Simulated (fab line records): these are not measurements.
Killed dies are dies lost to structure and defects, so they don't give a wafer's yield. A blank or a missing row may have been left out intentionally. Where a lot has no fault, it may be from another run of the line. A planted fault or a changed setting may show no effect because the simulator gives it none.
fab line records	flow n5_finfet
record lots=6	wafers=16	last_day=18
route steps=1938 shown BEOL_M11@1587 PASSIVATION@1936
lots with no fault: from the same line, run without faults
start_h: hours from the record's first day to the start of the lot's first wafer shown	wait_h: hours elapsed since this lot's preceding step	" the same as in the row above	L1.1+2: one row covering several wafers at once	- either no value or no given start	* or withheld: withheld	< > ~ a bound
route shown NAME@n: names a module that has steps shown in the file, with the first one's number in the route	usual: average and standard deviation across the fault-free wafers	same: alike in all rows	chamber/n: place in a boat	sites: per-site readings	_std_site: standard deviation of those values	_edge_site: inner sites' mean taken away from outer sites' mean	radius_mm: for every site, how far away it sits from the centre of the wafer	mask NAME#n: copy n	behind: the tool/chamber that last shaped the wafer	hold: cause of the lot's hold/its duration in hours/its outcome	device: which transistor (n, p or np) failed to switch	end of line: at the end of the route, the tests of the same wafers	for a step that has no rows: nothing shown but its recipe	killed: not the wafer's yield, but the dies lost to structure and defects at the first sort	map: the dies of a wafer, with x for killed, . for not killed, _ for no die there
set.NAME: the setting as run; set.NAME@STEP: as run at that earlier step	model.NAME: the simulator's own value behind a step, which no gauge read
lots at selected steps of the route; one table per step, one row per wafer
services: from which hour (start_h, from the record's first day; less than 0 if before it) a tool's chamber was out of use, for how many hours, and why
## steps
# step N5_BEOL_M11_CURE_72
# recipe temp_c=370	time_s=120	ambient=DMADMS/He	material=SiCOH_lowk
# step N5_BEOL_M11_DEGAS_44
# recipe ambient=vacuum	temp_c=250	time_s=60
# step N5_BEOL_M11_PRE_CLEAN_45
# recipe gas=H2/He	time_s=30	temp_c=250
# usual heater_power_w=333/20	susceptor_temp_C=250.00/0.17
lot.wafer	tool	chamber	start_h	wait_h	heater_power_w	susceptor_temp_C
L949.1	pvd_sputter-03	-	256.83	0.0	349	250.26
L949.2	"	-	"	"	356	250.02
L949.5	"	-	"	"	344	250.01
L958.5	pvd_sputter-01	-	305.81	0.0	326	250.02
L958.6	"	-	"	"	349	250.27
L956.5	pvd_sputter-03	-	309.53	0.0	348	250.21
L956.6	"	-	"	"	291	249.59
L967.1	pvd_sputter-02	-	365.86	0.0	339	249.69
L967.5	"	-	"	"	326	249.99
L967.6	"	-	"	"	343	249.97
L971.1	pvd_sputter-02	-	374.31	0.0	328	249.84
L971.4	"	-	"	"	335	249.93
L971.6	"	-	"	"	348	249.72
L970.2	pvd_sputter-02	-	384.65	0.0	327	249.58
L970.4	"	-	"	"	354	249.94
L970.5	"	-	"	"	354	250.11
# step N5_BEOL_M11_ALD_74
# recipe material=TaN	target_thk_a=20	temp_c=275	ald_precursor_family=PDMAT	ald_co_reactant=NH3	pressure_torr=3	carrier_flow_sccm=1500	pulse_time_s=2	purge_time_s=3	co_reactant_purge_time_s=2	co_reactant_pulse_time_s=3	ald_cycles=40	precursor_vessel_temp_c=75	precursor_vessel_pressure_torr=26.25	precursor_vessel_carrier_sccm=1000
# step N5_BEOL_M11_SURFACE_TREAT_76
# recipe gas=Ar	time_s=*	ion_energy_ev=*	ion_current_ma_cm2=0.5	pressure_mtorr=*	ar_flow_sccm=30
# usual pressure_mtorr=*	throttle_valve_pct=*
lot.wafer	tool	chamber	start_h	wait_h	pressure_mtorr	throttle_valve_pct
L949.1	pvd_sputter-02	-	257.27	0.2	*	*
L949.2	"	-	"	"	*	*
L949.5	"	-	"	"	*	*
L958.5	pvd_sputter-03	-	306.17	0.0	*	*
L958.6	"	-	"	"	*	*
L956.5	pvd_sputter-02	-	311.65	1.8	*	*
L956.6	"	-	"	"	*	*
L967.1	pvd_sputter-01	-	366.23	0.2	*	*
L967.5	"	-	"	"	*	*
L967.6	"	-	"	"	*	*
L971.1	pvd_sputter-03	-	375.01	0.3	*	*
L971.4	"	-	"	"	*	*
L971.6	"	-	"	"	*	*
L970.2	pvd_sputter-01	-	385.03	0.2	*	*
L970.4	"	-	"	"	*	*
L970.5	"	-	"	"	*	*
# step N5_BEOL_M11_CVD_75
# recipe material=Co	target_thk_a=20	temp_c=withheld	precursor=CCTBA/H2	pressure_torr=30	time_s=138.9
# step N5_BEOL_M11_SPUTTER_48
# recipe material=Cu	target_thk_a=120	temp_c=-20	bias_v=60	power_w=26000	chamber_pressure_pa=0.13	time_s=2
# usual susceptor_temp_C=-20.00/0.12	throttle_valve_pct=29.9/0.9
lot.wafer	tool	chamber	start_h	wait_h	susceptor_temp_C	throttle_valve_pct
L949.1	pvd_sputter-02	-	257.63	0.1	-20.04	30.3
L949.2	"	-	"	"	-20.25	29.9
L949.5	"	-	"	"	-19.84	30.8
L958.5	pvd_sputter-03	-	306.38	0.1	-20.19	28.5
L958.6	"	-	"	"	-20.06	30.7
L956.5	pvd_sputter-02	-	311.85	0.1	-19.73	28.4
L956.6	"	-	"	"	-20.17	31.0
L967.1	pvd_sputter-02	-	366.80	0.2	-19.86	28.4
L967.5	"	-	"	"	-19.94	30.7
L967.6	"	-	"	"	-19.87	30.2
L971.1	pvd_sputter-03	-	375.23	0.1	-19.94	28.6
L971.4	"	-	"	"	-20.09	29.4
L971.6	"	-	"	"	-20.10	29.4
L970.2	pvd_sputter-02	-	385.21	0.1	-19.99	30.9
L970.4	"	-	"	"	-19.97	29.9
L970.5	"	-	"	"	-19.97	30.0
# step N5_BEOL_M11_ECD_50
# recipe material=Cu	target_thk_a=3180
# step N5_BEOL_M11_ANNEAL_51
# recipe temp_c=225	time_s=90	ambient=N2
# usual anneal_temp_c=225.00/0.2	wafer_temp_C_max=226.2/0.31
lot.wafer	tool	chamber	start_h	wait_h	anneal_temp_c	wafer_temp_C_max
L949.1	rtp_anneal-02	0	258.30	0.5	224.75	226.3
L949.2	"	0	"	"	225.04	225.7
L949.5	"	0	"	"	224.92	226.4
L958.5	rtp_anneal-01	0	306.75	0.2	224.89	226.2
L958.6	"	0	"	"	225.08	225.9
L956.5	rtp_anneal-01	0	312.23	0.2	224.79	226.3
L956.6	"	0	"	"	224.74	226.4
L967.1	rtp_anneal-01	0	367.47	0.5	225.22	226.5
L967.5	"	0	"	"	225.61	226.3
L967.6	"	0	"	"	225.29	226.3
L971.1	rtp_anneal-01	0	375.58	0.2	225.08	226.4
L971.4	"	0	"	"	225.39	226.4
L971.6	"	0	"	"	225.31	226.3
L970.2	rtp_anneal-02	0	385.85	0.5	224.95	225.9
L970.4	"	0	"	"	225.09	225.8
L970.5	"	0	"	"	225.04	225.9
# step N5_BEOL_M11_CMP_52
# recipe stop_on=SiCOH_lowk	t_overpolish_s=7	down_force_psi=1	platen_rpm=50	clearing_platen_down_force_psi=1.5	clearing_platen_rpm=50	post_cmp_clean=cu_alkaline	target_thk_nm=140	clearing_platen_pad_velocity_m_s=0.99484	pad_velocity_m_s=0.99484
# usual barrier_field_endpoint_s=28.9/0.78	motor_current_A=5.8/0.65	overpolish_run_s=7.001/0.0098	time_to_endpoint_s=68/3.2
lot.wafer	tool	chamber	start_h	wait_h	barrier_field_endpoint_s	motor_current_A	overpolish_run_s	time_to_endpoint_s
L949.1	cmp-02	3	258.61	0.3	28.9	4.9	6.991	68
L949.2	"	1	"	"	28.9	6.5	7.011	67
L949.5	"	0	"	"	30.1	5.4	7.016	67
L958.5	cmp-01	3	307.02	0.2	28.7	6.5	6.996	64
L958.6	"	0	"	"	28.8	5.4	7.015	68
L956.5	cmp-03	3	312.50	0.2	29.0	5.8	7.012	66
L956.6	"	0	"	"	29.3	5.9	7.002	64
L967.1	cmp-02	3	367.80	0.3	28.6	4.4	7.004	72
L967.6	"	2	"	"	28.4	6.2	7.006	66
L967.5	"	3	"	"	28.9	4.5	7.001	65
L971.4	cmp-02	2	375.89	0.1	29.1	6.2	6.999	65
L971.1	"	3	"	"	28.8	4.7	7.014	69
L971.6	"	3	"	"	29.7	4.7	7.014	68
L970.2	cmp-01	3	386.10	0.2	28.2	6.4	7.003	63
L970.4	"	1	"	"	29.4	4.9	7.009	70
L970.5	"	0	"	"	28.8	5.3	6.998	67
# step N5_BEOL_M11_THK_MEAS_53
# recipe thk_meas_gauge=xrf	reads=Cu_of_BEOL_M11_ECD_50
# usual M11_THK=140/3.5
lot.wafer	tool	chamber	start_h	wait_h	M11_THK[nm]
L949.1	film_metro-02	-	258.90	-	139
L949.2	"	-	"	"	139
L949.5	"	-	"	"	140
L958.5	film_metro-02	-	307.16	-	135
L958.6	"	-	"	"	142
L956.5	film_metro-02	-	312.65	-	139
L956.6	"	-	"	"	144
L967.1	film_metro-01	-	368.06	-	138
L967.5	"	-	"	"	145
L967.6	"	-	"	"	142
L971.1	film_metro-01	-	376.18	-	140
L971.4	"	-	"	"	141
L971.6	"	-	"	"	137
L970.2	film_metro-02	-	386.40	-	140
L970.4	"	-	"	"	143
L970.5	"	-	"	"	140
# step N5_BEOL_M11_PRE_CLEAN_55
# recipe gas=NH3	time_s=15	temp_c=withheld	rf_power_w=300
# step N5_BEOL_M11_DEP_56
# recipe material=SiCN	target_thk_a=300	temp_c=withheld	precursor=3MS/NH3	pressure_torr=3	rf_w=675	time_s=10.5
# usual showerhead_plenum_p_Torr=4.150/0.015	throttle_valve_pct=18.5/1.4
lot.wafer	tool	chamber	start_h	wait_h	showerhead_plenum_p_Torr	throttle_valve_pct	model.SiCN_of_BEOL_M11_DEP_56.thk_nm
L949.1	pecvd-02	2	258.96	0.0	4.173	16.4	30.6
L949.2	"	1	"	"	4.161	18.2	29.4
L949.5	"	1	"	"	4.172	18.1	30
L958.5	pecvd-01	2	307.24	0.0	4.142	16.8	30.6
L958.6	"	0	"	"	4.127	20.4	24.8
L956.5	pecvd-01	0	312.72	0.0	4.129	20.6	30.2
L956.6	"	2	"	"	4.151	17.6	25.2
L967.1	pecvd-02	2	368.12	0.0	4.165	16.9	30.8
L967.5	"	1	"	"	4.164	18.0	30.8
L967.6	"	2	"	"	4.180	16.8	31.4
L971.1	pecvd-02	2	376.25	0.0	4.182	16.7	31
L971.4	"	0	"	"	4.136	18.4	31
L971.6	"	2	"	"	4.166	16.9	30.8
L970.2	pecvd-03	2	386.47	0.0	4.154	17.6	29.6
L970.4	"	0	"	"	4.128	19.1	30.4
L970.5	"	0	"	"	4.130	18.9	30.6
# step N5_BEOL_M11_RS_MEAS_57
# recipe thk_meas_gauge=four-point-probe	reads=Cu_of_BEOL_M11_ECD_50+Co_of_BEOL_M11_CVD_75+TaN_of_BEOL_M11_ALD_74
# usual M11_RS=0.151/0.004
lot.wafer	tool	chamber	start_h	wait_h	M11_RS[ohm/sq]
L949.1	film_metro-01	-	259.03	0.0	0.150
L949.2	"	-	"	"	0.150
L949.5	"	-	"	"	0.148
L958.5	film_metro-02	-	307.29	0.0	0.157
L958.6	"	-	"	"	0.148
L956.5	film_metro-02	-	312.77	0.0	0.152
L956.6	"	-	"	"	0.147
L967.1	film_metro-01	-	368.18	0.0	0.154
L967.5	"	-	"	"	0.146
L967.6	"	-	"	"	0.149
L971.1	film_metro-02	-	376.31	0.0	0.151
L971.4	"	-	"	"	0.151
L971.6	"	-	"	"	0.155
L970.2	film_metro-02	-	386.55	0.1	0.151
L970.4	"	-	"	"	0.148
L970.5	"	-	"	"	0.152
# step N5_PASSIVATION_PROBE_49
# usual defect_limited_yield=91.0/1.4	killed_at_M0_to_M3=36/9.6	killed_at_M4_up=14/6.1	killed_at_contacts=13/6.6	killed_at_front_end=40/11	killed_at_other=3.2/2.9	killed_dies=106/17	killed_on_rim=14/3.9	killed_open=71/12	killed_short=33/7.3	sort_bin_5_function=5.3/1	sort_bin_6_memory=3.4/0.68	sort_bin_8_speed=0.0/0.51	sort_n_pass=1073/19	sort_yield_pct=91.0/1.6
# same gross_dies=1180	killed_at_back_side=0	sort_bin_4_leakage[%]=0
lot.wafer	tool	chamber	start_h	wait_h	defect_limited_yield[%]	killed_at_M0_to_M3	killed_at_M4_up	killed_at_contacts	killed_at_front_end	killed_at_other	killed_dies	killed_on_rim	killed_open	killed_short	sort_bin_5_function[%]	sort_bin_6_memory[%]	sort_bin_8_speed[%]	sort_n_pass	sort_yield_pct[%]
L958.5	prober-02	-	348.24	0.2	91.5	20	18	24	36	2	100	13	68	30	5.0	3.1	0	1080	91.5
L958.6	prober-02	-	348.29	0.3	93.4	20	6	9	42	1	78	12	46	29	3.8	2.1	0	1102	93.4
L956.5	prober-02	-	353.80	0.2	90.6	37	9	15	49	1	111	11	71	36	5.2	4.1	0	1069	90.6
L971.1	prober-01	-	413.89	0.0	92.3	47	14	3	26	1	91	14	62	27	3.9	3.6	0	1089	92.3
L971.4	prober-01	-	414.04	0.2	89.8	57	11	4	48	0	120	20	84	33	6.1	3.9	0	1060	89.8
L971.6	prober-01	-	414.14	0.3	90.8	33	15	10	44	6	108	14	65	40	4.8	3.8	0	1072	90.8
L970.2	prober-01	-	425.19	0.1	90.2	31	15	20	49	1	116	12	83	31	6.0	3.3	0	1064	90.2
L970.4	prober-01	-	425.29	0.2	90.5	43	9	16	43	1	112	17	80	27	5.1	3.8	0	1068	90.5
L970.5	prober-01	-	425.34	0.2	94.6	22	4	6	32	0	64	9	36	26	3.2	1.8	0	1116	94.6
# killed by level:class
L958.5 MOL_CONTACT_COAG:geometric_particle:open=20 FIN_SAQP:geometric_particle:short=8 BEOL_M4:geometric_particle:open=5 BEOL_M2:geometric_particle:open=5 DUMMY_GATE:geometric_particle:open=4 BEOL_M0:geometric_particle:open=4 MOL_CONTACT_COAG:geometric_particle:short=4 STARTING-WAFER:geometric_particle:short=4
L958.6 BEOL_M0_SAQP:geometric_particle:open=10 FIN_SAQP:geometric_particle:open=8 MOL_CONTACT_COAG:geometric_particle:open=7 FIN_SAQP:geometric_particle:short=5 SPACER0:geometric_particle:short=5 GATE_CUT:geometric_particle:short=5 BEOL_M1:geometric_particle:open=4 BEOL_M0_SAQP:geometric_particle:short=3
L956.5 STI_FIN_REVEAL:geometric_particle:open=18 BEOL_M2:geometric_particle:open=13 MOL_CONTACT_COAG:geometric_particle:open=10 BEOL_M0_SAQP:geometric_particle:short=7 FIN_SAQP:geometric_particle:open=5 FIN_SAQP:geometric_particle:short=5 BEOL_M1:geometric_particle:open=5 DUMMY_GATE:geometric_particle:open=4
L971.1 BEOL_M0_SAQP:geometric_particle:open=10 BEOL_M2:geometric_particle:open=8 BEOL_M3:geometric_particle:open=8 BEOL_M1:geometric_particle:open=7 BEOL_M0_SAQP:geometric_particle:short=6 BEOL_M4:geometric_particle:open=6 STI_FIN_REVEAL:geometric_particle:open=4 STARTING-WAFER:geometric_particle:short=4
L971.4 BEOL_M0_SAQP:geometric_particle:open=19 BEOL_M0_SAQP:geometric_particle:short=16 STI_FIN_REVEAL:geometric_particle:open=12 FIN_SAQP:geometric_particle:open=9 BEOL_M1:geometric_particle:open=9 FIN_SAQP:geometric_particle:short=6 BEOL_M3:geometric_particle:open=5 BEOL_M8:geometric_particle:open=5
L971.6 FIN_SAQP:geometric_particle:short=9 BEOL_M0_SAQP:geometric_particle:open=9 STI_FIN_REVEAL:geometric_particle:open=8 MOL_CONTACT_COAG:geometric_particle:open=8 BEOL_M0_SAQP:geometric_particle:short=7 GATE_CUT:geometric_particle:short=6 GATE_CUT:geometric_particle:open=5 BEOL_M5:geometric_particle:open=5
L970.2 MOL_CONTACT_COAG:geometric_particle:open=16 FIN_SAQP:geometric_particle:open=13 STI_FIN_REVEAL:geometric_particle:open=12 BEOL_M1:geometric_particle:open=10 BEOL_M4:geometric_particle:open=7 FIN_SAQP:geometric_particle:short=6 BEOL_M2:geometric_particle:open=6 ILD0:geometric_particle:short=4
L970.4 STI_FIN_REVEAL:geometric_particle:open=18 BEOL_M2:geometric_particle:open=13 MOL_CONTACT_COAG:geometric_particle:open=12 BEOL_M0_SAQP:geometric_particle:short=11 FIN_SAQP:geometric_particle:open=8 BEOL_M0_SAQP:geometric_particle:open=6 BEOL_M3:geometric_particle:open=5 FIN_SAQP:geometric_particle:short=4
L970.5 FIN_SAQP:geometric_particle:short=8 MOL_CONTACT_COAG:geometric_particle:open=6 DUMMY_GATE:geometric_particle:open=5 FIN_SAQP:geometric_particle:open=4 BEOL_M0_SAQP:geometric_particle:short=4 BEOL_M0_SAQP:geometric_particle:open=4 BEOL_M2:geometric_particle:open=4 BEOL_M2:geometric_particle:short=3
## services
tool	chamber	start_h	hours	kind
cmp-03	-	235.85	9.1	pm
pecvd-02	0	237.10	5.5	scheduled_down
rtp_anneal-01	-	244.75	3.0	pm
pecvd-02	-	260.38	0.8	repair
pecvd-03	2	277.72	2.1	scheduled_down
pecvd-01	1	278.30	5.0	scheduled_down
cmp-02	-	293.71	4.0	pm
cmp-02	-	297.71	-	consumable_replace:conditioner
cmp-02	-	297.71	-	consumable_replace:pad
pvd_sputter-01	-	302.54	1.3	repair
cmp-02	-	314.48	2.0	repair
cmp-01	-	322.34	1.7	repair
pecvd-03	-	325.45	6.0	pm
pvd_sputter-01	-	331.05	9.3	repair
cmp-03	-	341.78	1.0	repair
rtp_anneal-02	-	343.28	3.1	pm
cmp-03	-	345.64	2.1	repair
pecvd-02	-	347.99	6.0	pm
cmp-03	-	367.94	4.1	repair
pecvd-03	1	382.48	5.0	scheduled_down
pecvd-01	1	383.62	-	clean
pecvd-01	1	383.62	-	consumable_replace:showerhead
pecvd-01	1	383.62	29.0	scheduled_down
pecvd-01	1	383.62	29.0	vent_cycle
## key
first_sign none at tools or gauges
model_effect step=N5_BEOL_M11_DEP_56	value=SiCN_of_BEOL_M11_DEP_56.thk_nm	without=30.4	struck=25
met_at N5_BEOL_M11_DEP_56
struck_wafers L956.6,L958.6
fault kind=process_parameter_drift	tool=pecvd-01	chamber=-	onset_h=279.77	steps=N5_BEOL_M11_DEP_56	channel=time_s	offset=*	shape=step	end_h=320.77	scope=struck_wafers_only	acts_in=*	stated=*
